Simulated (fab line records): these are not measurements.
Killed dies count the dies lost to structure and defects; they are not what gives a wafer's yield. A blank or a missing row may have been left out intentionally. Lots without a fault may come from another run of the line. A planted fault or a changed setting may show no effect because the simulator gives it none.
Matching of chambers || flow nand-harc || rie-diel-07 running NHARC_P_ZERO_WELL_DESCUM_26: 4 sister chambers
The step chemistry O2, time 3 s. 4 wafers are shown with their chamber, then 7 later ones without.

## WAFERS, EACH WITH ITS CHAMBER
{"wafer": "L230.3", "chamber": 0, "showerhead-plenum-p-Torr (Torr)": 1.83}
{"wafer": "L243.1", "chamber": 3, "showerhead-plenum-p-Torr (Torr)": 1.85}
{"wafer": "L246.1", "chamber": 2, "showerhead-plenum-p-Torr (Torr)": 1.78}
{"wafer": "L246.2", "chamber": 1, "showerhead-plenum-p-Torr (Torr)": 1.99}

## WAFERS WHOSE CHAMBER IS MISSING
{"wafer": "L246.3", "showerhead-plenum-p-Torr (Torr)": 1.85}
{"wafer": "L249.1", "showerhead-plenum-p-Torr (Torr)": 1.78}
{"wafer": "L249.2", "showerhead-plenum-p-Torr (Torr)": 1.85}
{"wafer": "L249.6", "showerhead-plenum-p-Torr (Torr)": 1.99}
{"wafer": "L250.1", "showerhead-plenum-p-Torr (Torr)": 1.80}
{"wafer": "L250.2", "showerhead-plenum-p-Torr (Torr)": 1.99}
{"wafer": "L250.6", "showerhead-plenum-p-Torr (Torr)": 1.80}

## CHAMBER TAKEN BY EACH
{"wafer": "L246.3", "from the rows above": "can't be placed: 3 or 0", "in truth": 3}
{"wafer": "L249.1", "from the rows above": 2, "in truth": 2}
{"wafer": "L249.2", "from the rows above": "can't be placed: 3 or 0", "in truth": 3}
{"wafer": "L249.6", "from the rows above": 1, "in truth": 1}
{"wafer": "L250.1", "from the rows above": "can't be placed: 2 or 0", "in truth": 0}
{"wafer": "L250.2", "from the rows above": 1, "in truth": 1}
{"wafer": "L250.6", "from the rows above": "can't be placed: 2 or 0", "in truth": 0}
3 of 7 placed correctly. Can't be placed from these rows: 4 (the true chamber is among the candidates in 4). Number placed wrongly: 0.
How it was worked out, from the rows above alone: a wafer's distance from a chamber is the root of the sum, over the readings, of the square of ((its reading less the chamber's mean) divided by the reading's scatter). The wafer belongs to the nearest chamber; if the next one is less than 2 further off, it can't be placed. A chamber's mean is the mean of its shown wafers. The scatter: with one shown wafer a chamber, the root of the mean of the squares of how far each hidden wafer lies from its nearest shown one.
